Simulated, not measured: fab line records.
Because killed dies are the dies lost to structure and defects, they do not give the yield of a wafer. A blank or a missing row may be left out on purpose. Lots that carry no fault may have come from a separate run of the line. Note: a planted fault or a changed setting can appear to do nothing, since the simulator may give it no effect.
Chamber matching	flow n5Finfet	N5_BEOL_M3_ETCHBACK_99 on rieDiel-05 has 4 sister chambers
The step etches SiO2 in CHF3, target depth 5 nm, time 10.4 s. 16 wafers are shown with their chamber, then 8 later ones without.

WAFERS WITH THEIR CHAMBER
wafer	chamber	drypumpMotorCurrentA (A)	showerheadPlenumPTorr (Torr)	throttleValvePct (%)
L076.2	0	6.3	2.10	17.24
L076.4	3	5.4	2.13	17.04
L076.5	2	5.4	2.27	16.89
L079.1	0	6.3	2.10	17.24
L079.3	1	5.3	2.28	16.83
L079.5	2	5.4	2.26	16.90
L081.1	3	5.3	2.13	17.06
L081.2	1	5.3	2.28	16.84
L081.3	0	6.3	2.10	17.23
L082.1	3	5.3	2.13	17.08
L082.3	0	6.3	2.10	17.24
L082.5	1	5.3	2.27	16.86
L085.2	2	5.4	2.26	16.90
L085.5	0	6.3	2.10	17.25
L085.6	3	5.3	2.13	17.08
L087.1	3	5.3	2.13	17.08

SIGNATURES (averages over the wafers above)
reading	chamber 0	chamber 1	chamber 2	chamber 3	scatter within a chamber
drypumpMotorCurrentA	6.300	5.300	5.400	5.320	0.0258
showerheadPlenumPTorr	2.1000	2.2767	2.2633	2.1300	0.00333
throttleValvePct	17.2400	16.8433	16.8967	17.0680	0.013
Rule: for each reading, subtract the chamber's mean from the wafer's reading, divide by that reading's scatter and square the result; add these up over the readings and take the root, which gives the wafer's distance from the chamber. The wafer belongs to the nearest chamber; if the next one is less than 2 further off, it can't be placed. The scatter: take each reading less its chamber's mean, square it, sum over the shown wafers, divide by the number of wafers less the number of chambers, and take the root.

WAFERS WITHOUT THEIR CHAMBER
wafer	drypumpMotorCurrentA (A)	showerheadPlenumPTorr (Torr)	throttleValvePct (%)
L087.4	5.3	2.27	16.87
L087.5	6.3	2.09	17.26
L088.2	5.3	2.27	16.87
L088.3	5.3	2.12	17.10
L088.5	5.3	2.12	17.07
L092.4	5.4	2.27	16.90
L092.5	5.4	2.25	16.95
L092.6	6.3	2.09	17.28

THE CHAMBER EACH PASSED THROUGH
wafer	from the rows above	in truth
L087.4	can't be placed: 1 or 2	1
L087.5	0	0
L088.2	can't be placed: 1 or 2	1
L088.3	3	3
L088.5	3	3
L092.4	2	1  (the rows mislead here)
L092.5	2	2
L092.6	0	0
Correctly placed: 5 of 8. Not placeable from these rows: 2 (in 2, the candidates include the true chamber). 1 placed wrongly.
